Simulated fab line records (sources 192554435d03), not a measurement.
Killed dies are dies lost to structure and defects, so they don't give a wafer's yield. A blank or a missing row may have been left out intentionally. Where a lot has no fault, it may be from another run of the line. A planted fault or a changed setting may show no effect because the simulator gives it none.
Chamber matching / flow n5-finfet / 4 sister chambers for N5_BEOL_M9_STRIP_19 on rie-diel-04
The step strips in O2. 22 wafers are shown with their chamber, then 11 later ones without.

WAFERS, EACH WITH ITS CHAMBER
wafer=L075.2; chamber=3; drypump-motor-current-A (A)=5.9; showerhead-plenum-p-Torr (Torr)=2.13; throttle-valve-pct (%)=16.40
wafer=L075.4; chamber=1; drypump-motor-current-A (A)=6.3; showerhead-plenum-p-Torr (Torr)=2.15; throttle-valve-pct (%)=16.92
wafer=L075.6; chamber=3; drypump-motor-current-A (A)=5.9; showerhead-plenum-p-Torr (Torr)=2.13; throttle-valve-pct (%)=16.38
wafer=L078.2; chamber=0; drypump-motor-current-A (A)=5.6; showerhead-plenum-p-Torr (Torr)=2.15; throttle-valve-pct (%)=16.39
wafer=L078.5; chamber=3; drypump-motor-current-A (A)=5.9; showerhead-plenum-p-Torr (Torr)=2.13; throttle-valve-pct (%)=16.38
wafer=L078.6; chamber=0; drypump-motor-current-A (A)=5.6; showerhead-plenum-p-Torr (Torr)=2.15; throttle-valve-pct (%)=16.38
wafer=L082.1; chamber=3; drypump-motor-current-A (A)=5.9; showerhead-plenum-p-Torr (Torr)=2.13; throttle-valve-pct (%)=16.41
wafer=L082.3; chamber=2; drypump-motor-current-A (A)=6.2; showerhead-plenum-p-Torr (Torr)=2.06; throttle-valve-pct (%)=16.24
wafer=L082.5; chamber=0; drypump-motor-current-A (A)=5.7; showerhead-plenum-p-Torr (Torr)=2.14; throttle-valve-pct (%)=16.38
wafer=L080.2; chamber=3; drypump-motor-current-A (A)=5.9; showerhead-plenum-p-Torr (Torr)=2.13; throttle-valve-pct (%)=16.41
wafer=L080.5; chamber=2; drypump-motor-current-A (A)=6.2; showerhead-plenum-p-Torr (Torr)=2.06; throttle-valve-pct (%)=16.24
wafer=L080.6; chamber=3; drypump-motor-current-A (A)=5.9; showerhead-plenum-p-Torr (Torr)=2.13; throttle-valve-pct (%)=16.40
wafer=L088.2; chamber=3; drypump-motor-current-A (A)=5.9; showerhead-plenum-p-Torr (Torr)=2.12; throttle-valve-pct (%)=16.42
wafer=L088.4; chamber=2; drypump-motor-current-A (A)=6.2; showerhead-plenum-p-Torr (Torr)=2.05; throttle-valve-pct (%)=16.26
wafer=L088.5; chamber=2; drypump-motor-current-A (A)=6.2; showerhead-plenum-p-Torr (Torr)=2.05; throttle-valve-pct (%)=16.24
wafer=L089.2; chamber=0; drypump-motor-current-A (A)=5.6; showerhead-plenum-p-Torr (Torr)=2.14; throttle-valve-pct (%)=16.40
wafer=L089.3; chamber=3; drypump-motor-current-A (A)=5.9; showerhead-plenum-p-Torr (Torr)=2.12; throttle-valve-pct (%)=16.44
wafer=L089.5; chamber=0; drypump-motor-current-A (A)=5.6; showerhead-plenum-p-Torr (Torr)=2.14; throttle-valve-pct (%)=16.43
wafer=L090.3; chamber=3; drypump-motor-current-A (A)=5.9; showerhead-plenum-p-Torr (Torr)=2.12; throttle-valve-pct (%)=16.43
wafer=L090.4; chamber=2; drypump-motor-current-A (A)=6.2; showerhead-plenum-p-Torr (Torr)=2.05; throttle-valve-pct (%)=16.30
wafer=L090.5; chamber=3; drypump-motor-current-A (A)=5.9; showerhead-plenum-p-Torr (Torr)=2.12; throttle-valve-pct (%)=16.46
wafer=L094.1; chamber=1; drypump-motor-current-A (A)=6.2; showerhead-plenum-p-Torr (Torr)=2.14; throttle-valve-pct (%)=16.51

SIGNATURES, as means of the wafers listed above
reading=drypump-motor-current-A; chamber 0=5.620; chamber 1=6.250; chamber 2=6.200; chamber 3=5.900; scatter within a chamber=0.0269
reading=showerhead-plenum-p-Torr; chamber 0=2.1440; chamber 1=2.1450; chamber 2=2.0540; chamber 3=2.1260; scatter within a chamber=0.00543
reading=throttle-valve-pct; chamber 0=16.3960; chamber 1=16.7150; chamber 2=16.2560; chamber 3=16.4130; scatter within a chamber=0.0724
Rule: for a wafer and a chamber, the distance is found by dividing, reading by reading, the gap between the wafer's reading and the chamber's mean by the reading's scatter, squaring, summing and taking the root. If the next closest chamber is less than 2 further off than the closest, the wafer can't be placed; otherwise it belongs to the closest. The scatter: the root of (the sum of the squares of (reading less its chamber's mean) over the shown wafers, divided by (wafers less chambers)).

WAFERS MISSING THEIR CHAMBER
wafer=L094.5; drypump-motor-current-A (A)=5.9; showerhead-plenum-p-Torr (Torr)=2.12; throttle-valve-pct (%)=16.46
wafer=L094.6; drypump-motor-current-A (A)=5.6; showerhead-plenum-p-Torr (Torr)=2.13; throttle-valve-pct (%)=16.41
wafer=L097.2; drypump-motor-current-A (A)=5.6; showerhead-plenum-p-Torr (Torr)=2.13; throttle-valve-pct (%)=16.44
wafer=L097.4; drypump-motor-current-A (A)=6.2; showerhead-plenum-p-Torr (Torr)=2.05; throttle-valve-pct (%)=16.29
wafer=L097.5; drypump-motor-current-A (A)=6.2; showerhead-plenum-p-Torr (Torr)=2.05; throttle-valve-pct (%)=16.29
wafer=L096.1; drypump-motor-current-A (A)=6.2; showerhead-plenum-p-Torr (Torr)=2.05; throttle-valve-pct (%)=16.29
wafer=L096.2; drypump-motor-current-A (A)=5.7; showerhead-plenum-p-Torr (Torr)=2.13; throttle-valve-pct (%)=16.42
wafer=L096.4; drypump-motor-current-A (A)=5.9; showerhead-plenum-p-Torr (Torr)=2.12; throttle-valve-pct (%)=16.44
wafer=L095.2; drypump-motor-current-A (A)=6.3; showerhead-plenum-p-Torr (Torr)=2.14; throttle-valve-pct (%)=16.51
wafer=L095.3; drypump-motor-current-A (A)=6.2; showerhead-plenum-p-Torr (Torr)=2.04; throttle-valve-pct (%)=16.30
wafer=L095.4; drypump-motor-current-A (A)=5.6; showerhead-plenum-p-Torr (Torr)=2.13; throttle-valve-pct (%)=16.44

EACH ONE'S CHAMBER
wafer=L094.5; from the rows above=3; in truth=3
wafer=L094.6; from the rows above=0; in truth=0
wafer=L097.2; from the rows above=0; in truth=0
wafer=L097.4; from the rows above=2; in truth=2
wafer=L097.5; from the rows above=2; in truth=2
wafer=L096.1; from the rows above=2; in truth=2
wafer=L096.2; from the rows above=0; in truth=0
wafer=L096.4; from the rows above=3; in truth=3
wafer=L095.2; from the rows above=1; in truth=1
wafer=L095.3; from the rows above=2; in truth=2
wafer=L095.4; from the rows above=0; in truth=0
Correctly placed: 11 of 11. Left unplaced by these rows: 0. Number placed wrongly: 0.
